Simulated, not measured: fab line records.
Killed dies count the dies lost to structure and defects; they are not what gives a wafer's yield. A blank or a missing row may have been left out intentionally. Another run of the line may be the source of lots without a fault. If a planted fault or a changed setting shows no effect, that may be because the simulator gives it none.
Problem report, 8D (eight disciplines) form, completed by code :: flow n5 finfet :: the parts of the form that need people (team, actions taken, sign-off) are left out
Where a reading is given only as a bound, like >300, the bound stands for it, and a mean or a difference that rests on one is marked > or <: the true number lies beyond.

1. THE ISSUE
raw defect count at N5_HKMG_FIN_INSPECT_61 reads a mean of >300 on 2 wafers of 2 lots; wafers without a fault read 2.0 with a standard deviation of 1.4. That is +99 or more standard deviations from the usual mean.
The step: inspects for defects (macro).
First observed at day 6 02:55: wafer L367.6, on defect inspect-01. Wafers with a number at this step in the record: 30, from 10 lots. Rule for "out" (also "out of limits"): further than 4 standard deviations from the usual mean. All remaining wafers that have a number are taken as sound.

2. WHAT IT IS, AND WHAT IT ISN'T
question: which readings at this step
is: raw defect count
is not: -

question: which lots
is: L367, L368
is not: L359, L360, L363, L369, L375, L378, L380, L382

question: which wafers of those lots
is: L367.6, L368.1
is not: L367.1, L367.2, L368.2, L368.3

question: read on which gauges
is: defect inspect-01, defect inspect-02
is not: -

question: when
is: from day 6 02:55
is not: up to then (11 sound wafers); but 17 sound wafers of L368, L369, L375, L378, L380, L382 came after

3. WHAT RULES OUT EACH SUSPECT
Counting: if a tool at a process step up to the reading ran every lot that is out, it stays a suspect. Sound lots after the first of them don't rule it out here, since some wafers of a struck lot are sound.
- the gauge at N5_HKMG_FIN_INSPECT_61 has been ruled out. Those wafers that are out were read across 2 gauges (defect inspect-01, defect inspect-02).
- rie diel-01 at N5_DUMMY_REMOVAL_STRIP_10 (strips in N2/H2, time 40 s): kept. Ran every lot that is out, first one L367 (day 6 01:16); last sound lot up to then L363 (day 4 21:52).
- ald hk-02 at N5_HKMG_FIN_ALD_75 (deposits Al2O3, target thk 1 nm, co reactant pulse time 1 s): kept. Ran every lot that is out, first one L367 (day 6 02:24); last sound lot up to then L360 (day 4 07:23).
- Within ald hk-02 at N5_HKMG_FIN_ALD_75: the wafers that are out ran in chamber 3; their sound lot-mates ran in chambers 0, 1, 2.
The count leaves ald hk-02 at N5_HKMG_FIN_ALD_75 and rie diel-01 at N5_DUMMY_REMOVAL_STRIP_10.

4. THE CAUSE (what the simulator had put in)
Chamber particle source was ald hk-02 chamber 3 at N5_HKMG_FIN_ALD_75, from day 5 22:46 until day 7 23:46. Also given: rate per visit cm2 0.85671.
Of the 2 suspects that counting leaves, this tool is one.

5. SEQUENCE OF EFFECTS, ordered by route
Each row: a reading where the mean over the struck wafers with a number is more than 3 standard deviations away from the usual. Only readings for which the record gives a usual standard deviation are gone through. hours: the time from each lot's start at the first step in this table that gives one to its start at this step, as a median over the lots. sigmas: the change in usual standard deviations.
hours: 0
step: N5_HKMG_FIN_INSPECT_61
reading: raw defect count
usual: 2.0
on struck wafers: >300
change: >+298
sigmas: +99 or more

hours: 225
step: N5_PASSIVATION_PROBE_49
reading: killed at front end
usual: 36
on struck wafers: 86
change: +50
sigmas: +4.1

hours: 225
step: N5_PASSIVATION_PROBE_49
reading: killed on rim
usual: 13
on struck wafers: 30
change: +18
sigmas: +4.2
Process steps it contains:
- N5_PASSIVATION_PROBE_49
At these later measuring or inspecting steps, every struck wafer for which the step has a row has a number for every such reading, and none has moved that far: N5_BEOL_M4_RC_MEAS_101.

6. WHAT WOULD HAVE CAUGHT IT SOONER
4 hours passed between the start of the fault at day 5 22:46 and the first reading out of limits at a measuring or inspecting step in this record, taken at day 6 02:55.
Of the tool readings at N5_HKMG_FIN_ALD_75 for which the record gives a usual standard deviation, none was out on any struck wafer, so an alarm limit of 4 standard deviations on them would not have fired.
Lots out: 2; of these, L368 started N5_HKMG_FIN_ALD_75 on ald hk-02 after day 6 02:55. It would have been spared by a hold on the tool at that moment.
